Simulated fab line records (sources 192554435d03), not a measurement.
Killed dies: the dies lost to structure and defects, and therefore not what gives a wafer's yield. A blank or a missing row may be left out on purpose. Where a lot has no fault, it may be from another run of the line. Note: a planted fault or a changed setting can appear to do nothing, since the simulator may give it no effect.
A struck lot beside a sound one || flow n5 finfet || 42 out of 1938 route steps
Sound: the wafers L426.2, L426.4, L426.5. Wafers struck: L432.1, L432.3, L432.4. The cause is given at the end.
Per side, at each step with rows, come the tool, then ch with its chambers, and then its first start. Under that, the readings that differ: sound wafers || struck wafers || difference of the means || sigmas: that difference in standard deviations of wafers without a fault.
alike: readings with means less than 2 such deviations apart, plus words and numbers identical on both sides. not compared: withheld readings, readings lacking a value on some wafer, bounds such as >300 that could conceal the same value, and numbers that have no deviation in the record and whose values overlap.
Wherever a step has rows on one side only, a row that says differs or no value, or a row with sigmas, the two part there. Numbers that have no deviation but don't overlap get no sigmas and don't part them. Lack of a reading on every wafer of one side parts them only where that side has two or more wafers.

first, 12 steps without rows for these wafers: N5_SD_EPI_N_STRIP_36 (strips in N2/H2); N5_SD_EPI_N_ETCHBACK_44 (etches SiNx in CH3F/O2, stops on SiO2, target depth 14.5 nm); N5_SD_EPI_N_ETCH_45 (etches SiOCN in CH3F/O2, target depth 6 nm); N5_SD_EPI_N_ETCH_16 (etches SiO2 in CHF3/O2, target depth 5 nm); N5_SD_EPI_N_STRIP_47 (strips in CHF3/O2); N5_SD_EPI_N_SD_RECESS_17 (chemistry HBr/Cl2/O2, target depth 41 nm, time 23.7 s, bt time 3 s); N5_SD_EPI_N_STRIP_38 (strips in N2/H2); N5_SD_EPI_N_WET_ETCH_43 (etches SiO2 in dHF, time 14 s, target depth 1.5 nm); N5_SD_EPI_N_STRIP_18 (strips in SPM, time 750 s); N5_SD_EPI_N_SRD_20 (time 30 s); N5_SD_EPI_N_PRECLEAN_48 (cleans in NF3:NH3, afs cycles 2, time 20 s, sublimation time 60 s); N5_SD_EPI_N_VAPOR_ETCH_50 (etches Si in HCl, time 54 s).
N5_SD_EPI_N_EPI_21: deposits Si:P, time 690 s.
  sound on epi rpcvd-02 ch 0, day 5 21:19; struck on epi rpcvd-02 ch 0, day 7 09:59
{"reading": "chamber pressure Torr (Torr)", "sound": "254.5 255.1 255.9", "struck": "362.0 362.4 361.8", "difference": "+106.9", "sigmas": "+99 or more"}
{"reading": "model.Si-P_of_SD_EPI_N_EPI_21.thk nm (nm)", "sound": "59.8 59.6 60.2", "struck": "68.2 67.8 67.8", "difference": "+8.1", "sigmas": ""}
N5_SD_EPI_N_EPI_MEAS_23:
  sound on film metro-02 at day 5 22:45; struck on film metro-02 at day 7 11:43
{"reading": "thk nm (nm)", "sound": "59.3 60.3 59.1", "struck": "68.7 65.9 67.6", "difference": "+7.8", "sigmas": "+7"}
then, 24 steps without rows for these wafers: N5_SD_EPI_N_PRECLEAN_24 (cleans in O3/DIW, time 60 s); N5_SD_EPI_N_SRD_25 (time 30 s); N5_SD_EPI_N_PRECLEAN_49 (cleans in NF3:NH3, afs cycles 1, time 20 s, sublimation time 60 s); N5_SD_EPI_N_LINER_46 (material SiNx, target thk 3 nm); N5_SD_EPI_P_COAT_34 (time 60 s, resist thk 350 nm); N5_SD_EPI_P_COAT_35 (time 60 s, resist thk 35 nm); N5_SD_EPI_P_COAT_03 (resist thk 150 nm); N5_SD_EPI_P_EBR_05; N5_SD_EPI_P_SOFTBAKE_04 (time 60 s); N5_SD_EPI_P_EXPOSE_06 (exposes mask SD P BLK, target cd 240 nm); N5_SD_EPI_P_PEB_07 (peb time 60 s); N5_SD_EPI_P_DEVELOP_08 (develop time 30 s); N5_SD_EPI_P_DESCUM_14 (chemistry O2, time 7.9 s); N5_SD_EPI_P_ETCH_36 (etches SiARC in CF4, target depth 45.5 nm, time 75.8 s); N5_SD_EPI_P_ETCH_37 (etches SOC in N2/H2, overetch 108 nm, time 486 s); N5_SD_EPI_P_STRIP_38 (strips in N2/H2); N5_SD_EPI_P_ETCHBACK_46 (etches SiNx in CH3F/O2, stops on SiO2, target depth 17.5 nm); N5_SD_EPI_P_ETCH_47 (etches SiOCN in CH3F/O2, target depth 25 nm); N5_SD_EPI_P_ETCH_16 (etches SiO2 in CHF3/O2, target depth 5 nm); N5_SD_EPI_P_STRIP_50 (strips in CHF3/O2); N5_SD_EPI_P_SD_RECESS_17 (chemistry HBr/Cl2/O2, target depth 39.1 nm, bt time 3 s); N5_SD_EPI_P_WET_ETCH_45 (etches SiO2 in dHF, time 10.7 s, target depth 2 nm, rinse time 30 s); N5_SD_EPI_P_STRIP_40 (strips in N2/H2); N5_SD_EPI_P_PRECLEAN_52 (cleans in O3/DIW, time 60 s).
N5_SD_EPI_P_PRECLEAN_24: cleans in O3/DIW, time 45 s.
  sound on wet bench-04 ch 1,2,3, day 6 04:23; struck on wet bench-02 ch 2,5,7, day 7 16:24
{"reading": "model.Si-P_of_SD_EPI_N_EPI_21.thk nm (nm)", "sound": "59 58.8 59.4", "struck": "67.4 67 66.8", "difference": "+8.0", "sigmas": ""}
N5_SD_ACTIVATION_RS_MEAS_03: measurement is done with a four-point probe.
  sound on film metro-01 at day 6 04:58; struck on film metro-01 at day 7 16:54
{"reading": "RS_SD_N (ohm/sq)", "sound": "21.75 21.93 21.66", "struck": "18.68 18.55 18.78", "difference": -3.11, "sigmas": -11}
{"reading": "RS_SD_P (ohm/sq)", "sound": "56.2 55.1 56.4", "struck": "58.3 58.6 57.2", "difference": "+2.1", "sigmas": "+2"}
-- record jumps: 5 days separate the struck wafers' starts on either side; left off in module SD_ACTIVATION, taken up again in module BEOL_M4, whose first shown step is the route's number 1111 --
N5_BEOL_M4_RC_MEAS_101:
  sound on prober-02 ch 0, day 11 12:13; struck on prober-01 ch 0, day 12 19:22
{"reading": "IOFF_P (nA/um)", "sound": "0.39 0.26 0.28", "struck": "0.17 0.16 0.23", "difference": -0.12, "sigmas": -2}
{"reading": "ION_P (uA/um)", "sound": "473 466 467", "struck": "441 445 451", "difference": -23, "sigmas": -2}
{"reading": "RS_SD_N (ohm/sq)", "sound": "28.3 28.2 27.8", "struck": "24.1 24.0 24.3", "difference": -4.0, "sigmas": -10}
{"reading": "VT_P (mV)", "sound": "-242 -245 -246", "struck": "-254 -256 -253", "difference": -10, "sigmas": -3}
  alike: DIBL_N, DIBL_P, IOFF_N, ION_N, SS_N, SS_P, VT_N
next, for these wafers, 1 step has no rows: N5_PASSIVATION_PROBE_49.

## WHERE THEY PART
Last at N5_BEOL_M4_RC_MEAS_101 as far as this record goes, first at N5_SD_EPI_N_EPI_21.

WHY: whatever the simulator had introduced
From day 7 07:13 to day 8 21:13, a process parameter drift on epi rpcvd-02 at N5_SD_EPI_N_EPI_21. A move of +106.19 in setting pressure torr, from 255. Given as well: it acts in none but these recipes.
